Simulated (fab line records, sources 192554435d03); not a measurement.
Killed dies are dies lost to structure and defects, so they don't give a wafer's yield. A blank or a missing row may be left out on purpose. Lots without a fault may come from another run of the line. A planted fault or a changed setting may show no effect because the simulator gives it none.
fab line records | flow n5_finfet
record lots=11 wafers=32 last_day=18
route steps=1938 shown BEOL_M5@1161
lots that met no fault: from a run of the same line without faults
start_h: hours from the record's first day to the start of the lot's first wafer shown | wait_h: hours since the lot's step before | " the same as in the row above | L1.1+2: a row that stands for several wafers | - no value, or no start given | * or withheld: withheld | < > ~ a bound
route shown NAME@n: a module of which the file shows steps, and the number in the route of the first | usual: mean/standard deviation of fault-free wafers | same: alike in all rows | chamber/n: place in a boat | sites: the reading at each site | _std_site: their standard deviation | _edge_site: outer sites' mean less inner sites' | radius_mm: how far each site lies from the wafer's centre | mask NAME#n: copy n | behind: the tool/chamber that last shaped the wafer | hold: why the lot was held/for how many hours/how that ended | device: the transistor (n, p or np) that didn't switch | end of line: the same wafers' tests at the end of the route | a step without rows: its recipe alone | killed: dies lost to structure and defects at the first sort, not the wafer's yield | map: a wafer's dies, x killed, . not, _ none there
set.NAME: the setting as run; set.NAME@STEP: as run at that earlier step | model.NAME: the simulator's own value behind a step, which no gauge read
steps of the route over a sample of lots; a table a step, a row a wafer
services: from which hour (start_h, from the record's first day; less than 0 if before it) a tool's chamber was out of use, for how many hours, and why
## steps
# step N5_BEOL_M5_ETCH_41
# recipe chemistry=CH3F/O2 target=SiCN target_depth_a=315 taper_deg=2 time_s=56.7 ion_energy_ev=120 mask_material=TiN pressure_mtorr=30 source_w=395 bias_w=75 Ar_flow_sccm=150 CH3F_flow_sccm=30 O2_flow_sccm=20
# usual CH3F_flow_sccm=30.00/0.092 drypump_motor_current_A=5.7/0.34 oes_product_au=0.79/0.098 rf_vpp_V=297.4/1.4 showerhead_plenum_p_Torr=2.00/0.059 throttle_valve_pct=16.24/0.25
# same time_s=56.7
# columns lot.wafer tool chamber start_h wait_h CH3F_flow_sccm drypump_motor_current_A oes_product_au rf_hours_counter_h rf_vpp_V showerhead_plenum_p_Torr throttle_valve_pct
L365.4 rie_diel-05 1 - - 30.24 5.2 0.76 144 297.5 2.00 16.07
L365.5 " 2 " " 29.90 5.9 0.71 - 297.2 1.99 16.40
L365.6 " 1 " " 30.27 5.2 0.76 - 297.8 2.00 16.08
L367.2 rie_diel-04 1 - - 30.06 6.3 0.69 227 299.0 2.05 16.54
L367.3 " 0 " " 29.83 5.6 0.68 248 298.6 2.06 16.54
L367.5 " 2 " " 29.95 6.2 0.88 - 296.6 1.95 15.71
L366.2 rie_diel-05 0 - - 29.99 5.4 0.90 24 300.5 2.15 16.27
L366.4 " 1 " " 29.84 5.3 0.75 - 296.5 2.00 16.07
L366.6 " 2 " " 30.01 5.8 0.71 - 296.5 1.99 16.41
L369.2 rie_diel-04 1 - - 30.04 6.3 0.69 237 298.3 2.05 16.55
L369.6 " 3 " " 29.87 5.9 0.95 - 299.5 2.06 16.11
L376.1 rie_diel-04 1 - - 29.98 6.2 0.68 245 298.1 2.05 16.57
L376.2 " 3 " " 29.92 5.9 0.92 13 299.6 2.05 16.14
L376.6 " 1 " " 29.95 6.3 0.68 - 297.7 2.05 16.56
L374.1 rie_diel-04 1 - - 30.01 6.3 0.69 246 297.4 2.05 16.57
L374.3 " 3 " " 29.96 5.9 0.92 13 297.7 2.05 16.16
L374.4 " 0 " " 29.93 5.7 0.97 5 299.0 2.06 16.07
L375.2 rie_diel-01 3 - - 30.11 5.7 0.71 162 295.5 1.90 16.13
L375.4 " 0 " " 30.09 5.3 0.80 - 298.7 2.03 16.29
L375.6 " 3 " " 29.96 5.7 0.71 - 296.8 1.90 16.13
L378.3 rie_diel-05 1 - - 30.08 5.2 0.73 166 296.1 2.00 16.11
L378.4 " 3 " " 29.84 5.6 0.66 232 297.1 1.99 16.56
L378.5 " 1 " " 29.97 5.2 0.73 - 296.5 2.00 16.13
L377.3 rie_diel-04 3 - - 30.11 5.9 0.92 17 298.5 2.05 16.15
L377.4 " 3 " " 30.15 5.9 0.91 - 298.1 2.05 16.16
L377.5 " 0 " " 30.15 5.7 0.96 - 298.4 2.06 16.06
L384.2 rie_diel-01 2 - - 30.02 5.4 0.98 1 296.3 1.98 16.38
L384.3 " 3 " " 29.88 5.7 0.70 179 294.0 1.89 16.15
L384.4 " 0 " " 29.88 5.3 0.78 102 298.9 2.02 16.36
L387.1 rie_diel-01 0 - - 29.98 5.3 0.77 110 297.0 2.02 16.35
L387.2 " 3 " " 29.95 5.6 0.69 186 294.2 1.89 16.17
L387.4 " 2 " " 29.90 5.4 0.93 9 297.4 1.97 16.38
# step N5_BEOL_M5_CURE_80
# recipe temp_c=370 time_s=120 ambient=DMADMS/He material=SiCOH_lowk
# usual lamp_power_pct=52.31/0.055 wafer_temp_C_max=371.6/0.63
# same time_s=120
# columns lot.wafer tool chamber start_h wait_h lamp_power_pct wafer_temp_C_max
L365.4 uv_cure-02 0 184.09 0.2 52.36 372.7
L365.5 " 0 " " 52.30 373.2
L365.6 " 0 " " 52.38 371.6
L366.2 uv_cure-02 1 191.96 0.2 52.39 371.0
L366.4 " 1 " " 52.27 370.8
L366.6 " 1 " " 52.31 370.5
L367.2 uv_cure-01 2 192.49 0.2 52.20 372.4
L367.3 " 2 " " 52.29 372.8
L367.5 " 2 " " 52.24 371.7
L369.2 uv_cure-03 1 216.93 0.1 52.43 371.4
L369.6 " 1 " " 52.29 372.0
L376.1 uv_cure-02 2 244.11 0.0 52.26 372.1
L376.2 " 2 " " 52.28 372.1
L376.6 " 2 " " 52.28 372.6
L374.1 uv_cure-01 1 246.28 0.0 52.38 371.4
L374.3 " 1 " " 52.22 371.6
L374.4 " 1 " " 52.42 371.7
L375.2 uv_cure-03 1 252.52 0.1 52.38 371.3
L375.4 " 1 " " 52.22 371.4
L375.6 " 1 " " 52.36 371.7
L378.3 uv_cure-02 0 252.85 0.2 52.30 371.7
L378.4 " 0 " " 52.18 372.1
L378.5 " 0 " " 52.34 372.1
L377.3 uv_cure-01 2 258.30 0.1 52.29 371.9
L377.4 " 2 " " 52.37 371.3
L377.5 " 2 " " 52.31 371.2
L384.2 uv_cure-03 0 299.87 0.1 52.32 371.1
L384.3 " 0 " " 52.29 371.0
L384.4 " 0 " " 52.25 370.9
L387.1 uv_cure-03 0 318.55 0.0 52.30 371.3
L387.2 " 0 " " 52.33 371.5
L387.4 " 0 " " 52.19 371.3
# step N5_BEOL_M5_SPUTTER_81
# recipe material=Cu target_thk_a=150 temp_c=-20 chamber_pressure_pa=0.07 power_w=withheld time_s=27.62
# usual chamber_pressure_pa=0.06997/0.00014 substrate_temp_c=-19.99/0.099 susceptor_temp_C=-20.00/0.1 throttle_valve_pct=29.6/1.2
# same time_s=27.62
# columns lot.wafer tool chamber start_h wait_h chamber_pressure_pa substrate_temp_c susceptor_temp_C throttle_valve_pct
L365.4 pvd_sputter-03 - 185.95 0.5 0.06974 -19.96 -20.16 30.4
L365.5 " - " " 0.06979 -20.16 -20.14 30.3
L365.6 " - " " 0.0699 -20.09 -19.95 27.9
L366.2 pvd_sputter-01 - 193.93 0.5 0.06979 -20.01 -19.91 31.0
L366.4 " - " " 0.07002 -20.12 -20.20 28.1
L366.6 " - " " 0.06996 -20.04 -20.12 28.2
L367.2 pvd_sputter-02 - 195.66 0.5 0.07003 -20.09 -19.92 30.9
L367.3 " - " " 0.07003 -20.00 -19.80 28.7
L367.5 " - " " 0.06998 -19.93 -19.94 31.0
L369.2 pvd_sputter-01 - 219.30 0.5 0.06971 -20.16 -20.03 28.2
L369.6 " - " " 0.06998 -20.14 -19.93 28.7
L376.1 pvd_sputter-03 - 246.54 0.5 0.06999 -20.04 -19.92 31.1
L376.2 " - " " 0.06995 -20.03 -19.98 30.3
L376.6 " - " " 0.0701 -19.92 -19.98 28.2
L374.1 pvd_sputter-01 - 249.96 0.5 0.07005 -19.88 -20.08 28.4
L374.3 " - " " 0.0698 -19.87 -20.11 28.1
L374.4 " - " " 0.07009 -19.90 -19.92 30.8
L375.2 pvd_sputter-03 - 254.69 0.5 0.06977 -19.85 -20.10 31.0
L375.4 " - " " 0.07001 -19.90 -19.90 30.6
L375.6 " - " " 0.07013 -20.08 -20.00 30.6
L378.3 pvd_sputter-01 - 255.02 0.5 0.06999 -20.04 -19.88 29.8
L378.4 " - " " 0.06988 -19.99 -20.07 28.2
L378.5 " - " " 0.07002 -19.85 -19.99 28.3
L377.3 pvd_sputter-03 - 260.24 0.5 0.07002 -19.95 -20.05 30.2
L377.4 " - " " 0.06981 -20.03 -20.07 30.7
L377.5 " - " " 0.06987 -19.97 -20.00 30.6
L384.2 pvd_sputter-03 - 303.91 0.5 0.0757 -20.02 -19.86 29.2
L384.3 " - " " 0.07002 -19.96 -20.22 27.9
L384.4 " - " " 0.06994 -20.12 -19.86 30.8
L387.1 pvd_sputter-01 - 321.59 0.5 0.0701 -20.13 -19.90 28.0
L387.2 " - " " 0.06997 -19.98 -20.19 29.9
L387.4 " - " " 0.06986 -19.85 -20.12 28.2
# step N5_BEOL_M5_ANNEAL_82
# recipe temp_c=400 time_s=1800 ambient=vacuum
# usual heater_power_w=848/90 susceptor_temp_C=399.99/0.2
# same time_s=1800
# columns lot.wafer tool chamber start_h wait_h heater_power_w susceptor_temp_C
L365.4 pvd_sputter-03 - 186.03 0.0 884 399.82
L365.5 " - " " 872 400.51
L365.6 " - " " 722 399.72
L366.2 pvd_sputter-01 - 194.01 0.0 935 400.17
L366.4 " - " " 833 399.80
L366.6 " - " " 837 399.67
L367.2 pvd_sputter-02 - 195.74 0.0 782 400.21
L367.3 " - " " 703 399.68
L367.5 " - " " 773 399.83
L369.2 pvd_sputter-01 - 219.38 0.0 838 400.21
L369.6 " - " " 888 399.93
L376.1 pvd_sputter-03 - 246.62 0.0 798 399.99
L376.2 " - " " 883 400.01
L376.6 " - " " 742 399.66
L374.1 pvd_sputter-01 - 250.04 0.0 886 400.02
L374.3 " - " " 842 399.75
L374.4 " - " " 952 400.33
L375.2 pvd_sputter-03 - 254.77 0.0 801 400.18
L375.4 " - " " 893 399.86
L375.6 " - " " 886 399.88
L378.3 pvd_sputter-01 - 255.10 0.0 790 400.03
L378.4 " - " " 817 400.19
L378.5 " - " " 892 400.05
L377.3 pvd_sputter-03 - 260.32 0.0 899 400.02
L377.4 " - " " 782 400.23
L377.5 " - " " 792 400.48
L384.2 pvd_sputter-03 - 303.99 0.0 892 399.87
L384.3 " - " " 741 400.40
L384.4 " - " " 780 399.86
L387.1 pvd_sputter-01 - 321.67 0.0 841 399.93
L387.2 " - " " 815 400.10
L387.4 " - " " 916 399.91
## services
# columns tool chamber start_h hours kind
pvd_sputter-03 - 164.10 7.1 repair
uv_cure-01 - 171.66 1.0 pm
rie_diel-04 3 184.80 - clean
rie_diel-04 3 184.80 - consumable_replace:focus_ring
rie_diel-04 3 184.80 21.8 scheduled_down
rie_diel-04 3 184.80 21.8 vent_cycle
rie_diel-05 3 190.29 7.9 repair
rie_diel-01 1 194.00 11.3 repair
rie_diel-01 0 197.51 3.7 repair
rie_diel-04 0 206.61 - clean
rie_diel-04 0 206.61 - consumable_replace:focus_ring
rie_diel-01 3 226.04 5.8 repair
rie_diel-01 2 236.17 32.3 repair
rie_diel-01 - 236.82 0.8 repair
uv_cure-03 - 237.04 1.0 pm
rie_diel-04 1 253.83 13.9 repair
uv_cure-02 - 259.58 1.0 pm
uv_cure-01 - 276.47 2.1 pm
rie_diel-01 1 279.30 8.4 repair
rie_diel-01 3 286.15 4.1 repair
rie_diel-04 3 287.19 4.6 repair
pvd_sputter-02 - 288.76 8.9 repair
rie_diel-05 - 295.90 14.6 pm
uv_cure-01 - 318.51 0.3 repair
## key
first_sign step=N5_BEOL_M5_SPUTTER_81 reading=chamber_pressure_pa direction=up sigmas=42 usual=0.06997 struck=0.0757
effect none on later readings
met_at N5_BEOL_M5_SPUTTER_81
struck_lots L384
struck_wafers L384.2
not_acting_at N5_BEOL_M5_ETCH_41,N5_BEOL_M5_CURE_80,N5_BEOL_M5_ANNEAL_82
onset_between 254.69 303.91
fault kind=process_parameter_drift tool=pvd_sputter-03 chamber=- onset_h=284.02 steps=N5_BEOL_M5_SPUTTER_81 channel=chamber_pressure_pa offset=0.0057455 shape=step end_h=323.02 acts_in=these_recipes_only stated=0.07 scope=struck_wafers_only
